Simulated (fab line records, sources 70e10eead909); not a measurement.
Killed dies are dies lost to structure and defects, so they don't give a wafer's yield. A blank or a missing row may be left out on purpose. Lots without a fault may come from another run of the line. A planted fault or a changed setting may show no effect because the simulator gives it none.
Which tool did it? | flow nand_harc | 24 lots, 72 wafers sampled, at 6 steps of a route of 1159

WHAT THE GAUGES READ, wafer by wafer
The record holds no reading of a measuring or inspecting step that can be judged against a usual standard deviation.

WHICH TOOL RAN EACH LOT (tool, then ch and the chambers of the sampled wafers, then the start)
lot  | NHARC_A_WL_FILL_ALD_00           | NHARC_A_WL_FILL_RTA_01           | NHARC_A_WL_FILL_CMP_12        | NHARC_A_CONTACT_ETCH_111             | NHARC_A_CONTACT_ETCH_112             | NHARC_A_CONTACT_DEP_58
L074 | ald_hk-02 ch 0,1,2, day 15 08:40 | rtp_anneal-02 ch 0, day 15 08:58 | cmp-02 ch 1,2,3, day 16 11:56 | har_cap_etch-02 ch 0,1, day 16 17:34 | har_cap_etch-02 ch 0,1, day 16 17:46 | pecvd-02 ch 1,2, day 16 22:17
L075 | ald_hk-04 ch 0,2,3, day 15 08:41 | rtp_anneal-02 ch 0, day 15 09:10 | cmp-04 ch 0,1,3, day 16 14:18 | har_cap_etch-03 ch 0,1, day 16 20:15 | har_cap_etch-03 ch 0,1, day 16 20:25 | pecvd-03 ch 1,2, day 17 01:49
L076 | ald_hk-03 ch 0,1,3, day 15 08:45 | rtp_anneal-01 ch 0, day 15 08:56 | cmp-02 ch 0,2,3, day 16 19:52 | har_cap_etch-02 ch 0,1, day 17 01:42 | har_cap_etch-02 ch 0,1, day 17 01:53 | pecvd-04 ch 0,2, day 17 08:51
L079 | ald_hk-03 ch 0,2,3, day 15 15:50 | rtp_anneal-01 ch 0, day 15 16:13 | cmp-04 ch 0,1, day 16 19:49   | har_cap_etch-03 ch 0,1, day 17 02:09 | har_cap_etch-03 ch 0,1, day 17 02:21 | pecvd-03 ch 0,2, day 17 09:11
L077 | ald_hk-02 ch 0,1, day 16 02:41   | rtp_anneal-02 ch 0, day 16 02:55 | cmp-02 ch 0,1,3, day 17 08:55 | har_cap_etch-01 ch 0,1, day 17 16:38 | har_cap_etch-01 ch 0,1, day 17 16:50 | pecvd-04 ch 0,2, day 17 22:12
L081 | ald_hk-04 ch 0,1,2, day 16 02:41 | rtp_anneal-01 ch 0, day 16 02:55 | cmp-02 ch 1,3, day 17 04:37   | har_cap_etch-03 ch 0,1, day 17 13:20 | har_cap_etch-03 ch 0,1, day 17 13:32 | pecvd-04 ch 0,1,2, day 17 19:41
L080 | ald_hk-03 ch 0,1,2, day 16 02:41 | rtp_anneal-02 ch 0, day 16 03:05 | cmp-02 ch 0,2, day 17 13:10   | har_cap_etch-01 ch 1, day 17 19:00   | har_cap_etch-01 ch 1, day 17 19:11   | pecvd-02 ch 0,1,2, day 18 01:23
L078 | ald_hk-03 ch 1,2,3, day 16 05:50 | rtp_anneal-01 ch 0, day 16 06:05 | cmp-04 ch 0,2,3, day 17 13:36 | har_cap_etch-02 ch 0,1, day 17 20:06 | har_cap_etch-02 ch 0,1, day 17 20:18 | pecvd-02 ch 0,1,2, day 18 01:33
L082 | ald_hk-04 ch 0,1,3, day 17 08:14 | rtp_anneal-02 ch 0, day 17 08:31 | cmp-04 ch 0,2,3, day 18 13:25 | har_cap_etch-02 ch 0,1, day 18 19:04 | har_cap_etch-02 ch 0,1, day 18 19:16 | pecvd-02 ch 0,1, day 18 23:47
L084 | ald_hk-02 ch 0,1, day 17 17:44   | rtp_anneal-01 ch 0, day 17 18:00 | cmp-02 ch 0,1, day 18 21:24   | har_cap_etch-03 ch 0,1, day 19 03:23 | har_cap_etch-03 ch 0,1, day 19 03:35 | pecvd-02 ch 0,1,2, day 19 08:44
L083 | ald_hk-03 ch 0,1, day 17 17:44   | rtp_anneal-02 ch 0, day 17 18:07 | cmp-02 ch 1,2, day 19 03:04   | har_cap_etch-02 ch 0,1, day 19 08:31 | har_cap_etch-02 ch 0,1, day 19 08:46 | pecvd-02 ch 0,1,2, day 19 13:42
L086 | ald_hk-02 ch 0,3, day 17 17:55   | rtp_anneal-01 ch 0, day 17 18:10 | cmp-04 ch 0,1, day 18 22:46   | har_cap_etch-02 ch 0,1, day 19 04:59 | har_cap_etch-02 ch 0,1, day 19 05:10 | pecvd-04 ch 0,1,2, day 19 09:59
L085 | ald_hk-03 ch 2,3, day 17 17:55   | rtp_anneal-02 ch 0, day 17 18:17 | cmp-02 ch 0,3, day 19 01:45   | har_cap_etch-01 ch 1, day 19 07:16   | har_cap_etch-01 ch 1, day 19 07:28   | pecvd-03 ch 0,1, day 19 11:59
L088 | ald_hk-04 ch 0,2, day 17 21:06   | rtp_anneal-01 ch 0, day 17 21:24 | cmp-02 ch 0,3, day 19 07:29   | har_cap_etch-02 ch 0,1, day 19 13:14 | har_cap_etch-02 ch 0,1, day 19 13:29 | pecvd-02 ch 1,2, day 19 20:14
L089 | ald_hk-04 ch 0,2,3, day 18 10:31 | rtp_anneal-02 ch 0, day 18 10:44 | cmp-03 ch 0,1, day 19 15:25   | har_cap_etch-03 ch 0,1, day 19 21:09 | har_cap_etch-03 ch 0,1, day 19 21:23 | pecvd-04 ch 0,2, day 20 05:11
L087 | ald_hk-04 ch 0,1,3, day 18 10:40 | rtp_anneal-02 ch 0, day 18 10:55 | cmp-02 ch 0,1,2, day 19 15:25 | har_cap_etch-02 ch 0,1, day 19 21:33 | har_cap_etch-02 ch 0,1, day 19 21:44 | pecvd-03 ch 0,1, day 20 04:26
L090 | ald_hk-02 ch 0,1,3, day 19 02:43 | rtp_anneal-02 ch 0, day 19 03:07 | cmp-03 ch 0,1,3, day 20 04:29 | har_cap_etch-01 ch 0,1, day 20 10:15 | har_cap_etch-01 ch 0,1, day 20 10:24 | pecvd-02 ch 0,1,2, day 20 16:04
L093 | ald_hk-03 ch 0,2,3, day 19 09:32 | rtp_anneal-02 ch 0, day 19 09:46 | cmp-04 ch 0,1,3, day 20 15:58 | har_cap_etch-02 ch 0,1, day 20 22:56 | har_cap_etch-02 ch 0,1, day 20 23:07 | pecvd-04 ch 0,2, day 21 09:50
L092 | ald_hk-04 ch 0,1,2, day 19 09:36 | rtp_anneal-02 ch 0, day 19 10:02 | cmp-04 ch 0,1, day 20 15:47   | har_cap_etch-03 ch 0,1, day 20 21:47 | har_cap_etch-03 ch 0,1, day 20 21:57 | pecvd-02 ch 1,2, day 21 08:11
L094 | ald_hk-02 ch 0,1,3, day 19 09:41 | rtp_anneal-01 ch 0, day 19 10:10 | cmp-03 ch 0,1, day 20 21:12   | har_cap_etch-02 ch 0,1, day 21 06:41 | har_cap_etch-02 ch 0,1, day 21 06:50 | pecvd-02 ch 0,1,2, day 21 13:43
L091 | ald_hk-03 ch 0,1,3, day 19 17:20 | rtp_anneal-01 ch 0, day 19 17:39 | cmp-04 ch 0,1,2, day 20 20:41 | har_cap_etch-03 ch 0,1, day 21 03:40 | har_cap_etch-03 ch 0,1, day 21 03:52 | pecvd-04 ch 1,2, day 21 11:55
L095 | ald_hk-03 ch 0,1,2, day 20 06:57 | rtp_anneal-01 ch 0, day 20 07:13 | cmp-02 ch 0,2,3, day 21 18:10 | har_cap_etch-01 ch 0,1, day 22 01:22 | har_cap_etch-01 ch 0,1, day 22 01:34 | pecvd-03 ch 0,1,2, day 22 06:06
L096 | ald_hk-04 ch 0,2,3, day 20 13:31 | rtp_anneal-01 ch 0, day 20 13:49 | cmp-03 ch 0,1,3, day 22 01:56 | har_cap_etch-02 ch 0,1, day 22 07:31 | har_cap_etch-02 ch 0,1, day 22 07:41 | pecvd-03 ch 0,2, day 22 12:19
L097 | ald_hk-03 ch 0,2,3, day 20 13:32 | rtp_anneal-02 ch 0, day 20 13:50 | cmp-04 ch 0,1,3, day 22 05:08 | har_cap_etch-01 ch 0,1, day 22 11:47 | har_cap_etch-01 ch 0,1, day 22 12:02 | pecvd-04 ch 1,2, day 22 17:59
- NHARC_A_WL_FILL_ALD_00: deposits Al2O3, target thk 3 nm, pulse time 3 s, ald cycles 30.
- NHARC_A_WL_FILL_RTA_01: time 5 s.
- NHARC_A_WL_FILL_CMP_12: polishes, t overpolish 30 s, target thk 75 nm.
- NHARC_A_CONTACT_ETCH_111: etches the open film in C4F8/O2/Ar, time 140 s, target depth 700 nm.
- NHARC_A_CONTACT_ETCH_112: etches the open film in C4F8/O2/Ar, time 94 s, target depth 922 nm.
- NHARC_A_CONTACT_DEP_58: deposits SiON, target thk 60 nm.

WHAT THE TOOLS THEMSELVES READ (means of the sampled wafers that have a number; where no wafer has one, the mark that the record gives instead)
NHARC_A_WL_FILL_ALD_00.
lot  | tool      | heater_power_w (W) | precursor_pulse_height_rel
L074 | ald_hk-02 | 503                | 1.008
L075 | ald_hk-04 | 439                | 0.980
L076 | ald_hk-03 | 487                | 0.966
L079 | ald_hk-03 | 462                | 0.982
L077 | ald_hk-02 | 482                | 0.997
L081 | ald_hk-04 | 460                | 0.999
L080 | ald_hk-03 | 488                | 1.002
L078 | ald_hk-03 | 480                | 1.032
L082 | ald_hk-04 | 442                | 1.002
L084 | ald_hk-02 | 475                | 1.003
L083 | ald_hk-03 | 493                | 0.999
L086 | ald_hk-02 | 442                | 1.006
L085 | ald_hk-03 | 458                | 0.995
L088 | ald_hk-04 | 450                | 1.005
L089 | ald_hk-04 | 442                | 0.997
L087 | ald_hk-04 | 446                | 1.000
L090 | ald_hk-02 | 465                | 0.995
L093 | ald_hk-03 | 466                | 0.996
L092 | ald_hk-04 | 458                | 1.014
L094 | ald_hk-02 | 464                | 1.008
L091 | ald_hk-03 | 497                | 1.012
L095 | ald_hk-03 | 490                | 0.994
L096 | ald_hk-04 | 442                | 0.984
L097 | ald_hk-03 | 463                | 0.983

NHARC_A_WL_FILL_RTA_01.
lot  | tool          | lamp_power_pct (%) | wafer_temp_C_max
L074 | rtp_anneal-02 | 27.7               | 1003.9
L075 | rtp_anneal-02 | 27.6               | 1005.4
L076 | rtp_anneal-01 | 32.6               | 1004.6
L079 | rtp_anneal-01 | 32.6               | 1003.1
L077 | rtp_anneal-02 | 27.7               | 1004.7
L081 | rtp_anneal-01 | 32.6               | 1004.8
L080 | rtp_anneal-02 | 27.7               | 1005.1
L078 | rtp_anneal-01 | 32.7               | 1003.6
L082 | rtp_anneal-02 | 27.7               | 1005.1
L084 | rtp_anneal-01 | 32.6               | 1005.0
L083 | rtp_anneal-02 | 27.7               | 1003.4
L086 | rtp_anneal-01 | 32.6               | 1005.8
L085 | rtp_anneal-02 | 27.7               | 1004.1
L088 | rtp_anneal-01 | 32.6               | 1004.5
L089 | rtp_anneal-02 | 27.7               | 1003.8
L087 | rtp_anneal-02 | 27.7               | 1005.0
L090 | rtp_anneal-02 | 27.7               | 1004.8
L093 | rtp_anneal-02 | 27.7               | 1005.3
L092 | rtp_anneal-02 | 27.7               | 1004.7
L094 | rtp_anneal-01 | 32.6               | 1003.9
L091 | rtp_anneal-01 | 32.6               | 1003.9
L095 | rtp_anneal-01 | 32.6               | 1003.5
L096 | rtp_anneal-01 | 32.6               | 1004.2
L097 | rtp_anneal-02 | 27.7               | 1004.6

NHARC_A_WL_FILL_CMP_12.
lot  | tool   | motor_current_A (A) | overpolish_run_s (s) | retaining_ring_pressure_frac | time_to_endpoint_s (s)
L074 | cmp-02 | 12.0                | 29.995               | 1.000                        | 16.7
L075 | cmp-04 | 12.3                | 29.995               | 1.000                        | 17.6
L076 | cmp-02 | 11.7                | 30.002               | 0.999                        | 17.9
L079 | cmp-04 | 12.7                | 29.996               | 0.997                        | 17.5
L077 | cmp-02 | 12.7                | 30.001               | 0.997                        | 16.8
L081 | cmp-02 | 14.0                | 30.002               | 0.998                        | 12.7
L080 | cmp-02 | 10.6                | 29.999               | 0.995                        | 15.3
L078 | cmp-04 | 12.3                | 30.003               | 1.003                        | 13.6
L082 | cmp-04 | 12.1                | 29.997               | 0.997                        | 17.7
L084 | cmp-02 | 12.1                | 30.003               | 0.998                        | 14.3
L083 | cmp-02 | 10.8                | 29.998               | 0.997                        | 14.5
L086 | cmp-04 | 11.9                | 30.006               | 0.999                        | 16.0
L085 | cmp-02 | 12.5                | 30.008               | 1.000                        | 17.4
L088 | cmp-02 | 12.8                | 29.989               | 1.003                        | 15.5
L089 | cmp-03 | 12.3                | 29.995               | 0.997                        | 11.4
L087 | cmp-02 | 11.1                | 30.004               | 1.001                        | 12.6
L090 | cmp-03 | 12.1                | 30.005               | 1.006                        | 14.3
L093 | cmp-04 | 12.2                | 29.995               | 1.000                        | 14.4
L092 | cmp-04 | 12.6                | 29.999               | 0.999                        | 15.2
L094 | cmp-03 | 12.2                | 29.996               | 1.000                        | 14.4
L091 | cmp-04 | 12.1                | 30.009               | 0.994                        | 15.5
L095 | cmp-02 | 11.8                | 30.001               | 1.002                        | 18.0
L096 | cmp-03 | 11.9                | 29.995               | 1.002                        | 11.1
L097 | cmp-04 | 12.1                | 30.003               | 0.996                        | 17.5

NHARC_A_CONTACT_DEP_58.
lot  | tool     | heater_power_w (W)
L074 | pecvd-02 | 791
L075 | pecvd-03 | 690
L076 | pecvd-04 | 714
L079 | pecvd-03 | 813
L077 | pecvd-04 | 701
L081 | pecvd-04 | 681
L080 | pecvd-02 | 801
L078 | pecvd-02 | 766
L082 | pecvd-02 | 785
L084 | pecvd-02 | 816
L083 | pecvd-02 | 798
L086 | pecvd-04 | 681
L085 | pecvd-03 | 695
L088 | pecvd-02 | 835
L089 | pecvd-04 | 730
L087 | pecvd-03 | 771
L090 | pecvd-02 | 809
L093 | pecvd-04 | 743
L092 | pecvd-02 | 797
L094 | pecvd-02 | 797
L091 | pecvd-04 | 711
L095 | pecvd-03 | 774
L096 | pecvd-03 | 797
L097 | pecvd-04 | 667

THE ANSWER, worked out from the rows above alone
Rule: what is usual is taken from the lots themselves. Put in order of their means at a reading, lots are off if they are a third of the lots or fewer, leave a main group of 4 or more, and stand apart from it by a gap of 3 or more times the standard deviation of the main group's means; of several such gaps the widest counts. A main group whose means are all the same, to the digits that the tables above print for the reading, isn't used. A lot without any number at a reading at which 4 lots or more have one is off too. The other lots that the step has rows for count as sound. The gauges are gone through in route order, then the tools' own readings, and for those a lot's mean is taken as printed above. The first step at which some lot is off is used, and at that step the reading that is off furthest; a lot without a number counts as furthest.
No lot is off at any reading shown: from this, nothing can be told.

WHAT THE SIMULATOR HAD PUT IN
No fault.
